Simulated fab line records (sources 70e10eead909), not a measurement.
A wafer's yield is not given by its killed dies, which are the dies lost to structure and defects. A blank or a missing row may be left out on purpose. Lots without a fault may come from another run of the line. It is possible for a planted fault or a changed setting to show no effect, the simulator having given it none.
2 desks looking at one fault + flow nand_harc + each desk holds nothing but its own numbers, with what lay behind them at the end

== DESK OF THE TOOL OWNER: arfi_scanner-03 ==
The tool's own readings at NHARC_A_BLC_EXPOSE_07 (exposes mask A BLC, target cd 100 nm): means of the sampled wafers that have a number, for each lot that ran on this tool. If a lot's mean is further than 4 standard deviations from the usual mean, the lot is out of limits and carries the mark OUT (the distance appears in the brackets).
Columns: A = exposure_dose_mJ_cm2 at NHARC_A_BLC_EXPOSE_07, usual 67.92; B = focus_offset_nm at NHARC_A_BLC_EXPOSE_07, usual 0.1 nm
| lot  | first seen here | A     | B    |
|------|-----------------|-------|------|
| L519 | day 19 10:59    | 67.91 | 0.7  |
| L521 | day 19 18:59    | 67.84 | -0.2 |
| L524 | day 20 04:02    | 67.81 | 0.0  |
| L523 | day 20 04:40    | 67.89 | 0.2  |
| L530 | day 22 19:34    | 67.94 | 0.5  |
| L531 | day 23 09:07    | 67.93 | 0.1  |
| L535 | day 23 10:01    | 67.92 | -0.1 |
| L537 | day 23 23:37    | 67.85 | 0.0  |
Finding of this desk: none of the 8 lots has anything out of limits.

== THE METROLOGY DESK ==
Lot by lot, what the gauges showed, no matter which tool ran the lot: averages of those sampled wafers that carry a number. If a lot's mean is further than 4 standard deviations from the usual mean, the lot is out of limits and carries the mark OUT (the distance appears in the brackets).
Columns: A = cd_nm at NHARC_A_BLC_CD_MEAS_10, usual 100.2 nm
| lot  | first seen here | A     |
|------|-----------------|-------|
| L519 | day 19 11:07    | 100.1 |
| L521 | day 19 19:08    | 99.4  |
| L522 | day 19 21:11    | 99.7  |
| L524 | day 20 04:11    | 98.7  |
| L523 | day 20 04:48    | 99.3  |
| L525 | day 21 17:29    | 100.3 |
| L530 | day 22 19:42    | 100.1 |
| L531 | day 23 09:16    | 99.8  |
| L535 | day 23 10:09    | 101.0 |
| L537 | day 23 23:46    | 100.6 |
| L538 | day 24 00:38    | 100.2 |
Finding of this desk: none of the 11 lots has anything out of limits.

== ALL TOGETHER ==
Nothing out of limits was seen by the tool owner's desk.
From the metrology desk's view, nothing was out of limits.

== WHAT HAD BEEN PUT IN BY THE SIMULATOR ==
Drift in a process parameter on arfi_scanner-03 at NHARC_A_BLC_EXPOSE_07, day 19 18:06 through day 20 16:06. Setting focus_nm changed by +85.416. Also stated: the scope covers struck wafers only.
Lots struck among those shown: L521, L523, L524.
